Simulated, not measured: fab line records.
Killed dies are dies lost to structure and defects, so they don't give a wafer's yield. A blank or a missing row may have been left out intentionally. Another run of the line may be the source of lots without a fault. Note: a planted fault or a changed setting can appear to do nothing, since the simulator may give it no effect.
Split-lot study || flow n5_finfet || route with 1938 steps; 7 lots, 39 wafers read

== THE SPLIT ==
At N5_BEOL_M7_ILD_DEP_00 (deposits SiCOH lowk from DEMS/porogen, target thk 179.75 nm, time 33.4 s), the setting target_thk_a was moved away from the recipe's 1797.5 angstrom on 18 of the 39 wafers read, by -58.2% to +28.5%. All remaining wafers had this setting at the recipe value.

== FROM THE SPLIT ON TO THE READING: in between, the file shows 1 step ==
- N5_BEOL_M7_CURE_74: cures SiCOH lowk, time 240 s

== THE READING ==
M7_ILD_THK, in nm, at N5_BEOL_M7_THK_MEAS_01. On this fab line, fault-free wafers typically give 154.9 nm with a standard deviation of 2 nm.

{"wafer": "L075.1", "tool, chamber at the split": "pecvd-04, 1", "target_thk_a as run, angstrom": 1797.5, "against the recipe": "recipe", "M7_ILD_THK, nm": 151.7, "against lot-mates on the recipe": "-"}
{"wafer": "L075.2", "tool, chamber at the split": "pecvd-04, 0", "target_thk_a as run, angstrom": 996.8, "against the recipe": "-44.5%", "M7_ILD_THK, nm": 82.1, "against lot-mates on the recipe": -71.5}
{"wafer": "L075.3", "tool, chamber at the split": "pecvd-04, 2", "target_thk_a as run, angstrom": 996.8, "against the recipe": "-44.5%", "M7_ILD_THK, nm": 83.5, "against lot-mates on the recipe": -70.1}
{"wafer": "L075.4", "tool, chamber at the split": "pecvd-04, 0", "target_thk_a as run, angstrom": 1797.5, "against the recipe": "recipe", "M7_ILD_THK, nm": 154.9, "against lot-mates on the recipe": "-"}
{"wafer": "L075.5", "tool, chamber at the split": "pecvd-04, 1", "target_thk_a as run, angstrom": 996.8, "against the recipe": "-44.5%", "M7_ILD_THK, nm": 85.0, "against lot-mates on the recipe": -68.6}
{"wafer": "L075.6", "tool, chamber at the split": "pecvd-04, 2", "target_thk_a as run, angstrom": 1797.5, "against the recipe": "recipe", "M7_ILD_THK, nm": 154.3, "against lot-mates on the recipe": "-"}
{"wafer": "L079.1", "tool, chamber at the split": "pecvd-01, 1", "target_thk_a as run, angstrom": 2205, "against the recipe": "+22.7%", "M7_ILD_THK, nm": 187.1, "against lot-mates on the recipe": "+30.5"}
{"wafer": "L079.2", "tool, chamber at the split": "pecvd-01, 0", "target_thk_a as run, angstrom": 2205, "against the recipe": "+22.7%", "M7_ILD_THK, nm": 189.5, "against lot-mates on the recipe": "+32.9"}
{"wafer": "L079.3", "tool, chamber at the split": "pecvd-01, 0", "target_thk_a as run, angstrom": 2205, "against the recipe": "+22.7%", "M7_ILD_THK, nm": 192.9, "against lot-mates on the recipe": "+36.3"}
{"wafer": "L079.4", "tool, chamber at the split": "pecvd-01, 1", "target_thk_a as run, angstrom": 1797.5, "against the recipe": "recipe", "M7_ILD_THK, nm": 155.9, "against lot-mates on the recipe": "-"}
{"wafer": "L079.5", "tool, chamber at the split": "pecvd-01, 1", "target_thk_a as run, angstrom": 1797.5, "against the recipe": "recipe", "M7_ILD_THK, nm": 156.5, "against lot-mates on the recipe": "-"}
{"wafer": "L079.6", "tool, chamber at the split": "pecvd-01, 0", "target_thk_a as run, angstrom": 1797.5, "against the recipe": "recipe", "M7_ILD_THK, nm": 157.3, "against lot-mates on the recipe": "-"}
{"wafer": "L080.1", "tool, chamber at the split": "pecvd-04, 0", "target_thk_a as run, angstrom": 1797.5, "against the recipe": "recipe", "M7_ILD_THK, nm": 155.8, "against lot-mates on the recipe": "-"}
{"wafer": "L080.3", "tool, chamber at the split": "pecvd-04, 2", "target_thk_a as run, angstrom": 1797.5, "against the recipe": "recipe", "M7_ILD_THK, nm": 154.4, "against lot-mates on the recipe": "-"}
{"wafer": "L080.5", "tool, chamber at the split": "pecvd-04, 1", "target_thk_a as run, angstrom": 1797.5, "against the recipe": "recipe", "M7_ILD_THK, nm": 154.7, "against lot-mates on the recipe": "-"}
{"wafer": "L085.1", "tool, chamber at the split": "pecvd-01, 1", "target_thk_a as run, angstrom": 1797.5, "against the recipe": "recipe", "M7_ILD_THK, nm": 151.8, "against lot-mates on the recipe": "-"}
{"wafer": "L085.2", "tool, chamber at the split": "pecvd-01, 2", "target_thk_a as run, angstrom": 1074, "against the recipe": "-40.3%", "M7_ILD_THK, nm": 92.7, "against lot-mates on the recipe": -62.4}
{"wafer": "L085.3", "tool, chamber at the split": "pecvd-01, 0", "target_thk_a as run, angstrom": 1074, "against the recipe": "-40.3%", "M7_ILD_THK, nm": 91.9, "against lot-mates on the recipe": -63.2}
{"wafer": "L085.4", "tool, chamber at the split": "pecvd-01, 2", "target_thk_a as run, angstrom": 1074, "against the recipe": "-40.3%", "M7_ILD_THK, nm": 91.8, "against lot-mates on the recipe": -63.3}
{"wafer": "L085.5", "tool, chamber at the split": "pecvd-01, 0", "target_thk_a as run, angstrom": 1797.5, "against the recipe": "recipe", "M7_ILD_THK, nm": 158.0, "against lot-mates on the recipe": "-"}
{"wafer": "L085.6", "tool, chamber at the split": "pecvd-01, 1", "target_thk_a as run, angstrom": 1797.5, "against the recipe": "recipe", "M7_ILD_THK, nm": 155.6, "against lot-mates on the recipe": "-"}
{"wafer": "L086.1", "tool, chamber at the split": "pecvd-04, 1", "target_thk_a as run, angstrom": 1797.5, "against the recipe": "recipe", "M7_ILD_THK, nm": 155.2, "against lot-mates on the recipe": "-"}
{"wafer": "L086.2", "tool, chamber at the split": "pecvd-04, 2", "target_thk_a as run, angstrom": 1797.5, "against the recipe": "recipe", "M7_ILD_THK, nm": 152.0, "against lot-mates on the recipe": "-"}
{"wafer": "L086.3", "tool, chamber at the split": "pecvd-04, 0", "target_thk_a as run, angstrom": 1797.5, "against the recipe": "recipe", "M7_ILD_THK, nm": 153.3, "against lot-mates on the recipe": "-"}
{"wafer": "L086.4", "tool, chamber at the split": "pecvd-04, 0", "target_thk_a as run, angstrom": 848.9, "against the recipe": "-52.8%", "M7_ILD_THK, nm": 74.3, "against lot-mates on the recipe": -79.2}
{"wafer": "L086.5", "tool, chamber at the split": "pecvd-04, 2", "target_thk_a as run, angstrom": 848.9, "against the recipe": "-52.8%", "M7_ILD_THK, nm": 73.2, "against lot-mates on the recipe": -80.3}
{"wafer": "L086.6", "tool, chamber at the split": "pecvd-04, 1", "target_thk_a as run, angstrom": 848.9, "against the recipe": "-52.8%", "M7_ILD_THK, nm": 74.1, "against lot-mates on the recipe": -79.4}
{"wafer": "L090.1", "tool, chamber at the split": "pecvd-04, 1", "target_thk_a as run, angstrom": 1797.5, "against the recipe": "recipe", "M7_ILD_THK, nm": 155.4, "against lot-mates on the recipe": "-"}
{"wafer": "L090.2", "tool, chamber at the split": "pecvd-04, 0", "target_thk_a as run, angstrom": 1797.5, "against the recipe": "recipe", "M7_ILD_THK, nm": 154.1, "against lot-mates on the recipe": "-"}
{"wafer": "L090.3", "tool, chamber at the split": "pecvd-04, 2", "target_thk_a as run, angstrom": 752.1, "against the recipe": "-58.2%", "M7_ILD_THK, nm": 63.6, "against lot-mates on the recipe": -91.6}
{"wafer": "L090.4", "tool, chamber at the split": "pecvd-04, 0", "target_thk_a as run, angstrom": 752.1, "against the recipe": "-58.2%", "M7_ILD_THK, nm": 65.8, "against lot-mates on the recipe": -89.4}
{"wafer": "L090.5", "tool, chamber at the split": "pecvd-04, 1", "target_thk_a as run, angstrom": 752.1, "against the recipe": "-58.2%", "M7_ILD_THK, nm": 64.2, "against lot-mates on the recipe": -91.0}
{"wafer": "L090.6", "tool, chamber at the split": "pecvd-04, 2", "target_thk_a as run, angstrom": 1797.5, "against the recipe": "recipe", "M7_ILD_THK, nm": 156.1, "against lot-mates on the recipe": "-"}
{"wafer": "L092.1", "tool, chamber at the split": "pecvd-04, 0", "target_thk_a as run, angstrom": 1797.5, "against the recipe": "recipe", "M7_ILD_THK, nm": 152.6, "against lot-mates on the recipe": "-"}
{"wafer": "L092.2", "tool, chamber at the split": "pecvd-04, 1", "target_thk_a as run, angstrom": 1797.5, "against the recipe": "recipe", "M7_ILD_THK, nm": 151.0, "against lot-mates on the recipe": "-"}
{"wafer": "L092.3", "tool, chamber at the split": "pecvd-04, 2", "target_thk_a as run, angstrom": 1797.5, "against the recipe": "recipe", "M7_ILD_THK, nm": 152.0, "against lot-mates on the recipe": "-"}
{"wafer": "L092.4", "tool, chamber at the split": "pecvd-04, 1", "target_thk_a as run, angstrom": 2309, "against the recipe": "+28.5%", "M7_ILD_THK, nm": 201.7, "against lot-mates on the recipe": "+49.8"}
{"wafer": "L092.5", "tool, chamber at the split": "pecvd-04, 2", "target_thk_a as run, angstrom": 2309, "against the recipe": "+28.5%", "M7_ILD_THK, nm": 198.6, "against lot-mates on the recipe": "+46.7"}
{"wafer": "L092.6", "tool, chamber at the split": "pecvd-04, 0", "target_thk_a as run, angstrom": 2309, "against the recipe": "+28.5%", "M7_ILD_THK, nm": 199.2, "against lot-mates on the recipe": "+47.3"}

THE FIT
A straight line over all 39 wafers: M7_ILD_THK changes by +1.56 nm for each +1% of target_thk_a; r = +1.00; the points scatter about the line by 1.9 nm.
The same after taking each lot's own level away (the mean of its wafers on the recipe; 39 wafers): +1.56 nm for each +1%; r = +1.00; scatter 1.9 nm.
That fit puts the effect of the largest move of target_thk_a on the reading at 91 nm.
Measured against the standard deviation above, the lots' own levels, which go from 151.87 to 156.57 nm, span 2.4 times it.
Consequently the slope shifts little with the lot-to-lot level, the two slopes agreeing.
Check: with one of the wafers moved furthest among these (-58.2%) left out of the fit, the line predicts -90.2 nm for it against its lot-mates. Against them it came out at -91.6 nm.

== ADDITIONAL SPLITS CARRIED BY THESE WAFERS ==
Note: prior to the reading, these wafers also went through further splits. Each is held against what the fit with the lots' levels taken away leaves over:
{"other split on the same wafers": "N5_BEOL_M5_TRENCH_ETCH_37 target_depth_a", "wafers away from the commonest value": 18, "r with M7_ILD_THK (lot level and that fit taken away)": -0.25}

== THE WHOLE CHAIN: every reading that the file lists as answering this split, in the file's order ==
{"step": "N5_BEOL_M7_ILD_DEP_00", "what it does": "deposits SiCOH lowk from DEMS/porogen, target thk 179.75 nm, time 33.4 s", "reading": "SiCOH_lowk_of_BEOL_M7_ILD_DEP_00.thk_nm (the simulator's own value, which no gauge read)", "change (the file's fit)": "+1.79 nm for each +1% of the setting", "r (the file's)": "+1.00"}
{"step": "N5_BEOL_M7_CURE_74", "what it does": "cures SiCOH lowk, time 240 s", "reading": "SiCOH_lowk_of_BEOL_M7_ILD_DEP_00.thk_nm (the simulator's own value, which no gauge read)", "change (the file's fit)": "+1.56 nm for each +1% of the setting", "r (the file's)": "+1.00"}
{"step": "N5_BEOL_M7_THK_MEAS_01", "what it does": "", "reading": "M7_ILD_THK", "change (the file's fit)": "+1.56 for each +1% of the setting", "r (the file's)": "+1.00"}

== THE FILE'S OWN FIT ==
M7_ILD_THK changes by +1.56 nm for each +1% of target_thk_a, r = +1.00.
